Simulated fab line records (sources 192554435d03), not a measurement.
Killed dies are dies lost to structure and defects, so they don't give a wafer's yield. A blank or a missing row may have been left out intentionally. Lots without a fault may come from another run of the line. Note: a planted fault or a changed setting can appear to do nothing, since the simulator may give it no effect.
Comparing a struck lot with a sound one ; flow n5-finfet ; 14 steps out of a route of 1938
Sound: the wafers L867.1, L867.5, L867.6. Struck: wafers L873.1, L873.2, L873.4. The cause is named last.
Order at every step that has rows: each side's tool, ch and its chambers, its first start. Under that, the readings that differ: sound wafers ; struck wafers ; difference of the means ; sigmas: that difference in standard deviations of wafers without a fault.
alike: same words and numbers on both sides, and readings whose means sit less than 2 such deviations apart. not compared: any withheld reading, any reading some wafer has no value for, any bound like >300 that may hide the same value, and any number with overlapping values for which the record gives no deviation.
Wherever a step has rows on one side only, a row that says differs or no value, or a row with sigmas, the two part there. Numbers that have no deviation but don't overlap get no sigmas and don't part them. A reading that every wafer of one side lacks parts them only if that side has two wafers or more.

N5_PASSIVATION_ETCH_15: etches SiCN in CF4/N2, target depth 75 nm, time 81.2 s.
  sound: rie-diel-02 ch 0,3; struck: rie-diel-02 ch 1,2,3
  alike: drypump-motor-current-A, oes-product-au, rf-vpp-V, showerhead-plenum-p-Torr, throttle-valve-pct
  not compared: rf-hours-counter-h
then, 2 steps without rows for these wafers: N5_PASSIVATION_STRIP_73 (strips in post etch residue remover, time 60 s); N5_PASSIVATION_SRD_17 (time 30 s, dry time 30 s).
N5_PASSIVATION_DEGAS_18: time 60 s.
  sound: pvd-sputter-01 at day 16 00:31; struck: pvd-sputter-02 at day 16 21:53
  alike: heater-power-w
N5_PASSIVATION_PRE_CLEAN_19:
  sound: pvd-sputter-01 at day 16 00:34; struck: pvd-sputter-02 at day 16 21:56
  alike: heater-power-w
N5_PASSIVATION_SPUTTER_20: material TaN, target thk 50 nm.
  sound: pvd-sputter-01 at day 16 00:36; struck: pvd-sputter-02 at day 16 21:58
  alike: chamber-pressure-pa, throttle-valve-pct
N5_PASSIVATION_AL_DEP_21: deposits Al, target thk 2800 nm, time 170 s.
  sound: pvd-sputter-01 at day 16 00:43; struck: pvd-sputter-02 at day 16 22:04
  alike: chamber-pressure-pa, throttle-valve-pct
then, 5 steps without rows for these wafers: N5_PASSIVATION_HMDS_23 (time 60 s); N5_PASSIVATION_COAT_24; N5_PASSIVATION_EBR_26; N5_PASSIVATION_SOFTBAKE_25 (time 90 s); N5_PASSIVATION_EXPOSE_27 (exposes mask PAD, defocus 0 nm).
N5_PASSIVATION_PEB_28:
  sound on litho-track-03 ch 0, day 16 01:05; struck on litho-track-05, day 16 22:25
reading;sound;struck;difference;sigmas
exhaust-pa (Pa);45.1 46.0 46.2;- - -;no value on the struck wafers;
  not compared: chill-plate-temp-C
then, 1 step without rows for these wafers: N5_PASSIVATION_DEVELOP_29 (develop time 60 s).

## WHERE THEY PART
Within this record, at N5_PASSIVATION_PEB_28 only.

WHY: the cause the simulator had injected
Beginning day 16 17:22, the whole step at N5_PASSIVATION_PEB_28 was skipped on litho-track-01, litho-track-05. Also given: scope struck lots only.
